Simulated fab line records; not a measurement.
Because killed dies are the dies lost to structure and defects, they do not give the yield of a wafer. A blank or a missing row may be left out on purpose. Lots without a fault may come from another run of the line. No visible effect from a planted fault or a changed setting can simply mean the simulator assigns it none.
Matching of chambers / flow n5_finfet / N5_BEOL_M0_SAQP_MANDREL1_REMOVE_100 on rie_si-05 has 4 sister chambers
The step chemistry HBr/Cl2/O2, target a-Si, stops on SiNx, bt time 10 s. 8 wafers are shown with their chamber, then 7 later ones without.

WAFERS WITH THEIR CHAMBER
wafer=L081.2; chamber=1; drypump_motor_current_A (A)=5.8; throttle_valve_pct (%)=37.0
wafer=L082.2; chamber=0; drypump_motor_current_A (A)=6.1; throttle_valve_pct (%)=36.4
wafer=L082.5; chamber=2; drypump_motor_current_A (A)=6.3; throttle_valve_pct (%)=36.7
wafer=L087.2; chamber=0; drypump_motor_current_A (A)=6.1; throttle_valve_pct (%)=36.4
wafer=L087.3; chamber=2; drypump_motor_current_A (A)=6.3; throttle_valve_pct (%)=36.7
wafer=L087.5; chamber=3; drypump_motor_current_A (A)=5.7; throttle_valve_pct (%)=37.3
wafer=L089.2; chamber=3; drypump_motor_current_A (A)=5.7; throttle_valve_pct (%)=37.2
wafer=L089.4; chamber=1; drypump_motor_current_A (A)=5.7; throttle_valve_pct (%)=37.5

WAFERS WHOSE CHAMBER IS MISSING
wafer=L089.6; drypump_motor_current_A (A)=5.7; throttle_valve_pct (%)=37.5
wafer=L090.2; drypump_motor_current_A (A)=5.7; throttle_valve_pct (%)=37.3
wafer=L090.4; drypump_motor_current_A (A)=5.7; throttle_valve_pct (%)=37.5
wafer=L090.5; drypump_motor_current_A (A)=6.1; throttle_valve_pct (%)=36.4
wafer=L092.1; drypump_motor_current_A (A)=5.7; throttle_valve_pct (%)=37.2
wafer=L092.4; drypump_motor_current_A (A)=5.8; throttle_valve_pct (%)=37.5
wafer=L092.6; drypump_motor_current_A (A)=6.1; throttle_valve_pct (%)=36.4

THE CHAMBER EACH PASSED THROUGH
wafer=L089.6; from the rows above=can't be placed: 3 or 1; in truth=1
wafer=L090.2; from the rows above=can't be placed: 3 or 1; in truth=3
wafer=L090.4; from the rows above=can't be placed: 3 or 1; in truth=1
wafer=L090.5; from the rows above=0; in truth=0
wafer=L092.1; from the rows above=can't be placed: 3 or 1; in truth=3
wafer=L092.4; from the rows above=can't be placed: 1 or 3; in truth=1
wafer=L092.6; from the rows above=0; in truth=0
Correct placement for 2 of the 7. Can't be placed from these rows: 5 (the true chamber is among the candidates in 5). Number placed wrongly: 0.
How it was worked out, from the rows above alone: a wafer's distance from a chamber is the root of the sum, over the readings, of the square of ((its reading less the chamber's mean) divided by the reading's scatter). If the next closest chamber is less than 2 further off than the closest, the wafer can't be placed; otherwise it belongs to the closest. Each chamber's mean is taken over the wafers shown for it. The scatter: take each reading less its chamber's mean, square it, sum over the shown wafers, divide by the number of wafers less the number of chambers, and take the root.
